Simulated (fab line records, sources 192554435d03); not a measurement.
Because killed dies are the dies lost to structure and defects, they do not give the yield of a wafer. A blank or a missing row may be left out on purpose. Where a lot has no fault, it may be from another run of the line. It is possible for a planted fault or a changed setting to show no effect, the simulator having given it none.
Split-lot experiment | flow n5 finfet | 7 lots, 21 wafers read, on a route of 1938 steps

== THE SPLIT ITSELF ==
At N5_BEOL_M4_COAT_62 (time 60 s, resist thk 12 nm), the setting spin rpm was moved away from the recipe's 1500 rpm on 4 of the 21 wafers read, by -5.8% to +10.9%. This setting was run at the recipe's value on the other wafers.

== FROM THE SPLIT TO THE READING: what the file shows between them, 5 steps ==
- N5_BEOL_M4_COAT_73: time 60 s, resist thk 5 nm (also split here: temp c)
- N5_BEOL_M4_COAT_05: resist thk 30 nm
- N5_BEOL_M4_EBR_07
- N5_BEOL_M4_DESCUM_16: chemistry O2, time 7 s
- N5_BEOL_M4_ETCH_74: etches underlayer in N2/H2, target depth 6.5 nm, time 5.2 s

== THE READING ==
etch.depth nm (the simulator's own value, which no gauge read), in nm, at N5_BEOL_M4_ETCH_63 (etches SiARC in CF4, target depth 15.6 nm, time 26 s). The file does not state a usual value for it. Average 12.02 nm, standard deviation 0.032 nm, over the 17 wafers here run with the recipe.

wafer  | tool, chamber at the split | spin rpm as run, rpm | against the recipe | etch.depth nm, nm | against lot-mates on the recipe
L076.2 | litho track-04, 0          | 1500                 | recipe             | 11.98             | -
L076.4 | litho track-04, 0          | 1500                 | recipe             | 11.99             | -
L076.5 | litho track-04, 0          | 1583                 | +5.5%              | 11.66             | -0.32
L078.2 | litho track-03, 0          | 1500                 | recipe             | 11.97             | -
L078.3 | litho track-03, 0          | 1664                 | +10.9%             | 11.39             | -0.58
L078.4 | litho track-03, 0          | 1664                 | +10.9%             | 11.45             | -0.52
L079.4 | litho track-03, 0          | 1500                 | recipe             | 11.99             | -
L079.5 | litho track-03, 0          | 1500                 | recipe             | 12                | -
L079.6 | litho track-03, 0          | 1413                 | -5.8%              | 12.39             | +0.39
L081.1 | litho track-04, 0          | 1500                 | recipe             | 12.01             | -
L081.2 | litho track-04, 0          | 1500                 | recipe             | 12.01             | -
L081.6 | litho track-04, 0          | 1500                 | recipe             | 12.03             | -
L083.3 | litho track-04, 0          | 1500                 | recipe             | 12.01             | -
L083.4 | litho track-04, 0          | 1500                 | recipe             | 12.01             | -
L083.5 | litho track-04, 0          | 1500                 | recipe             | 11.99             | -
L084.2 | litho track-04, 0          | 1500                 | recipe             | 12.06             | -
L084.3 | litho track-04, 0          | 1500                 | recipe             | 12.03             | -
L084.6 | litho track-04, 0          | 1500                 | recipe             | 12                | -
L096.2 | litho track-04, 0          | 1500                 | recipe             | 12.09             | -
L096.4 | litho track-04, 0          | 1500                 | recipe             | 12.05             | -
L096.5 | litho track-04, 0          | 1500                 | recipe             | 12.07             | -

THE FIT
A straight line over all 21 wafers: etch.depth nm changes by -0.0569 nm for each +1% of spin rpm; r = -0.99; the points scatter about the line by 0.036 nm.
The same after taking each lot's own level away (the mean of its wafers on the recipe; 21 wafers): -0.0536 nm for each +1%; r = -0.99; scatter 0.028 nm.
According to that fit, moving spin rpm by its largest amount changes the reading by 0.59 nm.
Across the lots, their own levels run from 11.970 to 12.070 nm, a range of 3.1 times the standard deviation given above.
The two slopes are in agreement: the lot-to-lot level therefore moves the slope only a little.
Check: for one of the wafers moved furthest among these (+10.9%), held out of the fit, the line's prediction against its lot-mates is -0.579 nm. Against them it came out at -0.58 nm.

== THE OTHER SPLITS THESE WAFERS WENT THROUGH ==
Note: prior to the reading, these wafers also went through further splits. Each is held against what the fit with the lots' levels taken away leaves over:
other split on the same wafers | wafers away from the commonest value | r with etch.depth nm (lot level and that fit taken away)
N5_BEOL_M3_COAT_05 spin rpm    | 6                                    | -0.26
N5_BEOL_M4_COAT_73 temp c      | 10                                   | -0.25

== THE WHOLE CHAIN: every reading that the file lists as answering this split, in the file's order ==
step               | what it does                                         | reading                                                                            | change (the file's fit)                | r (the file's)
N5_BEOL_M4_COAT_62 | time 60 s, resist thk 12 nm                          | SiARC_of_BEOL_M4_COAT_62.thk nm (the simulator's own value, which no gauge read)   | -0.0604 nm for each +1% of the setting | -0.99
N5_BEOL_M4_ETCH_63 | etches SiARC in CF4, target depth 15.6 nm, time 26 s | CAR-EUV_of_BEOL_M4_COAT_05.thk nm (the simulator's own value, which no gauge read) | +0.0543 nm for each +1% of the setting | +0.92
N5_BEOL_M4_ETCH_63 | etches SiARC in CF4, target depth 15.6 nm, time 26 s | etch.depth nm (the simulator's own value, which no gauge read)                     | -0.0554 nm for each +1% of the setting | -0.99

== THE FILE'S OWN FIT ==
etch.depth nm changes by -0.0554 nm for each +1% of spin rpm, r = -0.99.
